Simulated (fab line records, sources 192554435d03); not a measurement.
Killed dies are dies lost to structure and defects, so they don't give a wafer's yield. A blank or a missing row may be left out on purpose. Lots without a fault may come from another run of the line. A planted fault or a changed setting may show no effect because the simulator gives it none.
A struck lot beside a sound one | flow n5_finfet | 39 steps out of a route of 1938
Sound: wafers L524.1, L524.3, L524.4. Struck: wafers L511.1, L511.2, L511.5. The cause comes at the end.
At each step with rows: each side's tool, then ch and its chambers, then its first start. Under that, the readings that differ: sound wafers | struck wafers | difference of the means | sigmas: that difference in standard deviations of wafers without a fault.
alike: readings whose means differ by less than 2 such deviations, and words and numbers that are the same on both sides. not compared: withheld readings, readings that some wafer has no value for, bounds like >300 that may hide the same value, and numbers for which the record gives no deviation and whose values overlap.
The two part at a step that has a row with sigmas, a row that says differs or no value, or rows on one side only. Numbers that don't overlap but have no deviation are shown without sigmas and don't part them. A reading that every wafer of one side lacks parts them only if that side has two wafers or more.

first, 9 steps without rows for these wafers: N5_BEOL_M4_ANNEAL_95 (time 240 s); N5_BEOL_M4_SPUTTER_96 (material Cu, target thk 4.5 nm, time 8.29 s); N5_BEOL_M4_ECD_50 (material Cu, target thk 300 nm); N5_BEOL_M4_ANNEAL_51 (time 90 s); N5_BEOL_M4_CMP_52 (polishes, stops on SiOC, t overpolish 6.8 s, target thk 40 nm); N5_BEOL_M4_PRE_CLEAN_60 (time 15 s); N5_BEOL_M4_CO_CAP_55 (material Co, precursor CCTBA/H2, target thk 2 nm, time 102.1 s); N5_BEOL_M4_PRE_CLEAN_56 (time 15 s); N5_BEOL_M4_DEP_57 (deposits SiCN from 3MS/NH3, target thk 8 nm, time 14 s).
N5_BEOL_M4_RC_MEAS_101:
  sound on prober-01 ch 0, day 15 08:10; struck on prober-01 ch 0, day 12 08:56
  alike: DIBL_N, DIBL_P, IOFF_N, IOFF_P, ION_N, ION_P, SS_N, SS_P, VT_N, VT_P
then, 24 steps without rows for these wafers: N5_BEOL_M5_ILD_DEP_00 (deposits SiCOH lowk from DEMS/porogen, target thk 140.64 nm, time 25.9 s); N5_BEOL_M5_CURE_79 (cures SiCOH lowk, time 240 s); N5_BEOL_M5_PECVD_70 (deposits SiO2 from TEOS/O2, target thk 16 nm, time 18 s); N5_BEOL_M5_HM_DEP_02 (deposits TiN, target thk 20 nm); N5_BEOL_M5_COAT_59 (time 60 s, resist thk 60 nm); N5_BEOL_M5_COAT_60 (time 60 s, resist thk 12 nm); N5_BEOL_M5_COAT_71 (time 60 s, resist thk 5 nm); N5_BEOL_M5_COAT_05 (resist thk 30 nm); N5_BEOL_M5_EBR_07; N5_BEOL_M5_SOFTBAKE_06 (time 60 s); N5_BEOL_M5_EXPOSE_08 (exposes mask M5, target cd 28 nm); N5_BEOL_M5_PEB_09 (peb time 60 s); N5_BEOL_M5_DEVELOP_10 (develop time 30 s); N5_BEOL_M5_DESCUM_16 (chemistry O2, time 7 s); N5_BEOL_M5_ETCH_72 (etches underlayer in N2/H2, target depth 6.5 nm, time 5.2 s); N5_BEOL_M5_ETCH_61 (etches SiARC in CF4, target depth 15.6 nm, time 26 s); N5_BEOL_M5_ETCH_62 (etches SOC in N2/H2, target depth 75 nm, overetch 15 nm, time 112.5 s); N5_BEOL_M5_STRIP_63 (strips in N2/H2); N5_BEOL_M5_STRIP_73 (strips in N2/H2); N5_BEOL_M5_STRIP_64 (strips in CF4); N5_BEOL_M5_HM_OPEN_17 (chemistry Cl2/BCl3, target TiN, target depth 20 nm, overetch 6 nm); N5_BEOL_M5_STRIP_19 (strips in O2); N5_BEOL_M5_COAT_65 (time 60 s, resist thk 60 nm); N5_BEOL_M5_COAT_66 (time 60 s, resist thk 12 nm).
-- the record jumps here: 3 days lie between the struck wafers' starts before and after (it left off in module BEOL_M5 and takes up again in module BEOL_M13, whose first step shown is number 1710 of the route) --
N5_BEOL_M13_CMP_49: polishes, stops on SiOC, t overpolish 17.1 s, target thk 420 nm.
  sound on cmp-02 ch 0,2,3, day 18 17:59; struck on cmp-01 ch 2,3, day 15 14:13
  no value came back on the struck wafers for any of 7 readings (barrier_field_endpoint_s (s), clearing_platen_down_force_psi (psi) and others); on the sound wafers barrier_field_endpoint_s (s) reads 30.5 29.7 30.3
  reading                                 | sound             | struck            | difference | sigmas
  model.Cu_of_BEOL_M13_ECD_47.thk_nm (nm) | 421.4 421.8 429.6 | 941.4 929.8 925.8 | +508.1     |
N5_BEOL_M13_THK_MEAS_50: measures by xrf.
  sound on film_metro-02, day 18 18:17; struck on film_metro-02, day 15 14:31
  reading      | sound       | struck      | difference | sigmas
  M13_THK (nm) | 418 417 426 | 947 932 933 | +517       | +74
N5_BEOL_M13_RS_MEAS_54: measures by four-point-probe.
  sound on film_metro-02, day 18 18:25; struck on film_metro-01, day 15 14:38
  reading         | sound                | struck               | difference | sigmas
  M13_RS (ohm/sq) | 0.0447 0.0447 0.0437 | 0.0181 0.0183 0.0183 | -0.0261    | -41
N5_BEOL_M13_INSPECT_55: inspects for defects (darkfield).
  sound on defect_inspect-01, day 18 18:26; struck on defect_inspect-01, day 15 14:40
  reading          | sound    | struck         | difference | sigmas
  raw_defect_count | 92 56 75 | 3203 3246 3139 | +3122      | +99 or more
N5_PASSIVATION_PROBE_49:
  the record has rows for the struck wafers here (prober-02, day 16 21:35) and none for the sound ones

WHERE THEY PART
First at N5_BEOL_M13_CMP_49; last, within this record, at N5_PASSIVATION_PROBE_49.

WHY: what the simulator had put in
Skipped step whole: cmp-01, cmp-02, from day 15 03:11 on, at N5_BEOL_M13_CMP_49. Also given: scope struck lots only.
